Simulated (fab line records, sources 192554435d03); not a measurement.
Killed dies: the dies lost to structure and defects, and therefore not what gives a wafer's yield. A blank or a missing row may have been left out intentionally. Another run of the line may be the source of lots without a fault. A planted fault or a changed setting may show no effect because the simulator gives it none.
Split-lot experiment || flow n5_finfet || on a route of 1938 steps: 7 lots, 21 wafers read

ABOUT THE SPLIT
At N5_BEOL_M6_ETCH_62 (etches SOC in N2/H2, target depth 110 nm, overetch 22 nm, time 165 s), the setting bias_w was moved away from the recipe's 150 W on 5 of the 21 wafers read, by -14.3% to +8.2%. The other wafers ran this setting at the recipe's value.

The reading is taken at the split's own step.

THE READING
rf_vpp_V, in V, at N5_BEOL_M6_ETCH_62 (etches SOC in N2/H2, target depth 110 nm, overetch 22 nm, time 165 s). A value of 524.4 V with a standard deviation of 2.5 V is what fault-free wafers of this fab line usually give.

{"wafer": "L075.1", "tool, chamber at the split": "rie_diel-05, 2", "bias_w as run, W": 150, "against the recipe": "recipe", "rf_vpp_V, V": 526.7, "against lot-mates on the recipe": "-"}
{"wafer": "L075.5", "tool, chamber at the split": "rie_diel-05, 0", "bias_w as run, W": 150, "against the recipe": "recipe", "rf_vpp_V, V": 527.7, "against lot-mates on the recipe": "-"}
{"wafer": "L075.6", "tool, chamber at the split": "rie_diel-05, 3", "bias_w as run, W": 162.3, "against the recipe": "+8.2%", "rf_vpp_V, V": 549.6, "against lot-mates on the recipe": "+22.4"}
{"wafer": "L077.2", "tool, chamber at the split": "rie_diel-04, 1", "bias_w as run, W": 128.5, "against the recipe": "-14.3%", "rf_vpp_V, V": 474.8, "against lot-mates on the recipe": -51.8}
{"wafer": "L077.4", "tool, chamber at the split": "rie_diel-04, 3", "bias_w as run, W": 150, "against the recipe": "recipe", "rf_vpp_V, V": 529.0, "against lot-mates on the recipe": "-"}
{"wafer": "L077.5", "tool, chamber at the split": "rie_diel-04, 0", "bias_w as run, W": 150, "against the recipe": "recipe", "rf_vpp_V, V": 524.3, "against lot-mates on the recipe": "-"}
{"wafer": "L081.2", "tool, chamber at the split": "rie_diel-05, 3", "bias_w as run, W": 150, "against the recipe": "recipe", "rf_vpp_V, V": 521.8, "against lot-mates on the recipe": "-"}
{"wafer": "L081.4", "tool, chamber at the split": "rie_diel-05, 1", "bias_w as run, W": 150, "against the recipe": "recipe", "rf_vpp_V, V": 521.6, "against lot-mates on the recipe": "-"}
{"wafer": "L081.6", "tool, chamber at the split": "rie_diel-05, 1", "bias_w as run, W": 150, "against the recipe": "recipe", "rf_vpp_V, V": 521.6, "against lot-mates on the recipe": "-"}
{"wafer": "L090.4", "tool, chamber at the split": "rie_diel-02, 2", "bias_w as run, W": 138.4, "against the recipe": "-7.7%", "rf_vpp_V, V": 495.6, "against lot-mates on the recipe": -28.1}
{"wafer": "L090.5", "tool, chamber at the split": "rie_diel-02, 2", "bias_w as run, W": 138.4, "against the recipe": "-7.7%", "rf_vpp_V, V": 492.3, "against lot-mates on the recipe": -31.4}
{"wafer": "L090.6", "tool, chamber at the split": "rie_diel-02, 1", "bias_w as run, W": 150, "against the recipe": "recipe", "rf_vpp_V, V": 523.7, "against lot-mates on the recipe": "-"}
{"wafer": "L091.3", "tool, chamber at the split": "rie_diel-05, 3", "bias_w as run, W": 150, "against the recipe": "recipe", "rf_vpp_V, V": 523.7, "against lot-mates on the recipe": "-"}
{"wafer": "L091.5", "tool, chamber at the split": "rie_diel-05, 3", "bias_w as run, W": 150, "against the recipe": "recipe", "rf_vpp_V, V": 522.2, "against lot-mates on the recipe": "-"}
{"wafer": "L091.6", "tool, chamber at the split": "rie_diel-05, 2", "bias_w as run, W": 150, "against the recipe": "recipe", "rf_vpp_V, V": 527.2, "against lot-mates on the recipe": "-"}
{"wafer": "L092.1", "tool, chamber at the split": "rie_diel-02, 3", "bias_w as run, W": 150, "against the recipe": "recipe", "rf_vpp_V, V": 521.9, "against lot-mates on the recipe": "-"}
{"wafer": "L092.3", "tool, chamber at the split": "rie_diel-02, 2", "bias_w as run, W": 150, "against the recipe": "recipe", "rf_vpp_V, V": 519.6, "against lot-mates on the recipe": "-"}
{"wafer": "L092.4", "tool, chamber at the split": "rie_diel-02, 0", "bias_w as run, W": 150, "against the recipe": "recipe", "rf_vpp_V, V": 525.5, "against lot-mates on the recipe": "-"}
{"wafer": "L093.1", "tool, chamber at the split": "rie_diel-04, 0", "bias_w as run, W": 129.5, "against the recipe": "-13.7%", "rf_vpp_V, V": 475.0, "against lot-mates on the recipe": -49.8}
{"wafer": "L093.3", "tool, chamber at the split": "rie_diel-04, 3", "bias_w as run, W": 150, "against the recipe": "recipe", "rf_vpp_V, V": 526.9, "against lot-mates on the recipe": "-"}
{"wafer": "L093.6", "tool, chamber at the split": "rie_diel-04, 0", "bias_w as run, W": 150, "against the recipe": "recipe", "rf_vpp_V, V": 522.7, "against lot-mates on the recipe": "-"}

THE FIT
A straight line over all 21 wafers: rf_vpp_V changes by +3.52 V for each +1% of bias_w; r = +0.99; the points scatter about the line by 2.8 V.
The same after taking each lot's own level away (the mean of its wafers on the recipe; 21 wafers): +3.53 V for each +1%; r = +0.99; scatter 2.4 V.
The reading moves by 51 V for the largest change in bias_w, on that fit.
Measured against the standard deviation above, the lots' own levels, which go from 521.67 to 527.20 V, span 2.2 times it.
The two slopes agree, so the slope changes little with the lot-to-lot level.
Check: with one of the wafers moved furthest among these (-14.3%) left out of the fit, the line predicts -50.9 V for it against its lot-mates. It came out at -51.8 V against them.
Tool readings at the split's step, against how far the setting was moved: rf_vpp_V r = +0.99.

THE OTHER SPLITS THESE WAFERS WENT THROUGH
Other splits were also applied to these wafers ahead of the reading. Each is held against what the fit with the lots' levels taken away leaves over:
{"other split on the same wafers": "N5_BEOL_M5_EXPOSE_08 dose_mj", "wafers away from the commonest value": 10, "r with rf_vpp_V (lot level and that fit taken away)": -0.18}

THE WHOLE CHAIN: every reading that the file lists as answering this split, in the file's order
{"step": "N5_BEOL_M6_ETCH_62", "what it does": "etches SOC in N2/H2, target depth 110 nm, overetch 22 nm, time 165 s", "reading": "rf_vpp_V", "change (the file's fit)": "+3.54 V for each +1% of the setting", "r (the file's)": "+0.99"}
{"step": "N5_BEOL_M6_ETCH_62", "what it does": "etches SOC in N2/H2, target depth 110 nm, overetch 22 nm, time 165 s", "reading": "SiARC_of_BEOL_M6_COAT_60.thk_nm (the simulator's own value, which no gauge read)", "change (the file's fit)": "-0.1 nm for each +1% of the setting", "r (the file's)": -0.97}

FILE'S OWN FIT
rf_vpp_V changes by +3.54 V for each +1% of bias_w, r = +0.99.
